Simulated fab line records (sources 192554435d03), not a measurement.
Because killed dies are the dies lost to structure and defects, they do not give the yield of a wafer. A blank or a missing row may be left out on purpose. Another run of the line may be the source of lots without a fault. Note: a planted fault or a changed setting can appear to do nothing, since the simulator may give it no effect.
Problem report, 8D (eight disciplines) form, completed by code | flow n5 finfet | the parts of the form that need people (team, actions taken, sign-off) are left out
Where a reading is given only as a bound, like >300, the bound stands for it, and a mean or a difference that rests on one is marked > or <: the true number lies beyond.

## 1. WHAT WENT WRONG
raw defect count at N5_HKMG_FIN_INSPECT_14 reads a mean of >300 on 1 wafer of 1 lot; wafers without a fault read 2.1 with a standard deviation of 1.5. So: +99 or more standard deviations from the usual mean.
The step: inspects for defects (macro).
Seen first at day 8 02:29 on defect inspect-01, wafer L262.3. At this step, 24 wafers from 8 lots have a number in the record. By rule, "out" or "out of limits" means more than 4 standard deviations away from the usual mean. The rest of the wafers with a number are treated as sound.

## 2. WHAT IT IS AND WHAT IT IS NOT
question                    | is                | is not
which readings at this step | raw defect count  | -
which lots                  | L262              | L246, L254, L256, L257, L261, L267, L269
which wafers of those lots  | L262.3            | L262.1, L262.2
read on which gauges        | defect inspect-01 | defect inspect-02
when                        | from day 8 02:29  | up to then (17 sound wafers); but 6 sound wafers of L267, L269 came after

## 3. SUSPECTS, AND WHAT RULES EACH OUT
Counting: if a tool at a process step up to the reading ran every lot that is out, it stays a suspect. Sound lots after the first of them don't rule it out here, since some wafers of a struck lot are sound.
- the gauge at N5_HKMG_FIN_INSPECT_14 has been ruled out. All the wafers that are out were read on defect inspect-01, but those of them that N5_PASSIVATION_PROBE_49 has rows for are out there too, on other tools.
- rie diel-05 at N5_HKMG_FIN_ETCH_58 (etches SOC in N2/H2, target depth 215.8 nm, time 741 s): kept. It processed L262, the lot that is out, at day 7 23:28, and its most recent sound lot before then was L246 at day 3 23:51.
- rie diel-05 at N5_HKMG_FIN_STRIP_93 (strips SOC in N2/H2, time 20 s): kept. It processed L262, the lot that is out, at day 7 23:53, and its most recent sound lot before then was L246 at day 4 00:17.
- thermal cvd si-02 at N5_HKMG_FIN_CVD_62 (deposits a-Si from Si2H6, target thk 3 nm, time 20.8 s): kept. It processed L262, the lot that is out, at day 8 00:53, and its most recent sound lot before then was L257 at day 6 19:50.
- In rie diel-05 at N5_HKMG_FIN_ETCH_58, the wafers that are out were processed in chamber 1 and their sound lot-mates in chambers 2, 3.
- In rie diel-05 at N5_HKMG_FIN_STRIP_93, the wafers that are out were processed in chamber 1 and their sound lot-mates in chambers 2, 3.
- In thermal cvd si-02 at N5_HKMG_FIN_CVD_62, the wafers that are out were processed in chamber 0 and their sound lot-mates in chambers 1, 2.
Still standing after the count: rie diel-05 at N5_HKMG_FIN_ETCH_58, rie diel-05 at N5_HKMG_FIN_STRIP_93, thermal cvd si-02 at N5_HKMG_FIN_CVD_62.

## 4. THE CAUSE (what the simulator had put in)
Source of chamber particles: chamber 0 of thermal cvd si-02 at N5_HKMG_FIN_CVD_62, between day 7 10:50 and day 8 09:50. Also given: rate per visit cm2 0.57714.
Of the 3 suspects that counting leaves, this tool is one.

## 5. THE EFFECT CHAIN, in route order
Each row: a reading where the mean over the struck wafers with a number is more than 3 standard deviations away from the usual. Readings are gone through only where the record gives a usual standard deviation; hours: the median, over the lots, of the time from a lot's start at the first step in this table giving one to that lot's start at this step; sigmas: the change measured in usual standard deviations.
hours | step                    | reading              | usual  | on struck wafers | change | sigmas
0     | N5_HKMG_FIN_INSPECT_14  | raw defect count     | 2.1    | >300             | >+298  | +99 or more
232   | N5_PASSIVATION_PROBE_49 | defect limited yield | 91.2 % | 85.3             | -5.9   | -4.2
232   | N5_PASSIVATION_PROBE_49 | killed at front end  | 39     | 120              | +81    | +7.4
232   | N5_PASSIVATION_PROBE_49 | killed dies          | 104    | 174              | +70    | +4.1
232   | N5_PASSIVATION_PROBE_49 | killed on rim        | 13     | 31               | +18    | +4.7
232   | N5_PASSIVATION_PROBE_49 | sort_bin_5_function  | 5.3 %  | 10.2             | +4.9   | +5.5
232   | N5_PASSIVATION_PROBE_49 | sort n pass          | 1076   | 1006             | -70    | -4.1
232   | N5_PASSIVATION_PROBE_49 | sort yield pct       | 91.2 % | 85.3             | -5.9   | -4.2
It contains these process steps:
- N5_PASSIVATION_PROBE_49
Later measuring or inspecting steps at which every struck wafer that the step has a row for has a number for every such reading, and none has moved that far: N5_BEOL_M4_RC_MEAS_101.

## 6. WHAT WOULD HAVE CAUGHT IT SOONER
In this record the first reading out of limits at a measuring or inspecting step was taken at day 8 02:29, 16 hours after the fault began at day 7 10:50.
Tool readings at N5_HKMG_FIN_CVD_62 with a usual standard deviation given in the record: none out on any struck wafer, hence no alarm at a limit of 4 standard deviations on them.
By day 8 02:29 the whole set of lots that are out, 1 in number, had already begun N5_HKMG_FIN_CVD_62 on thermal cvd si-02. Had the tool been put on hold then, not one of them would have been saved.
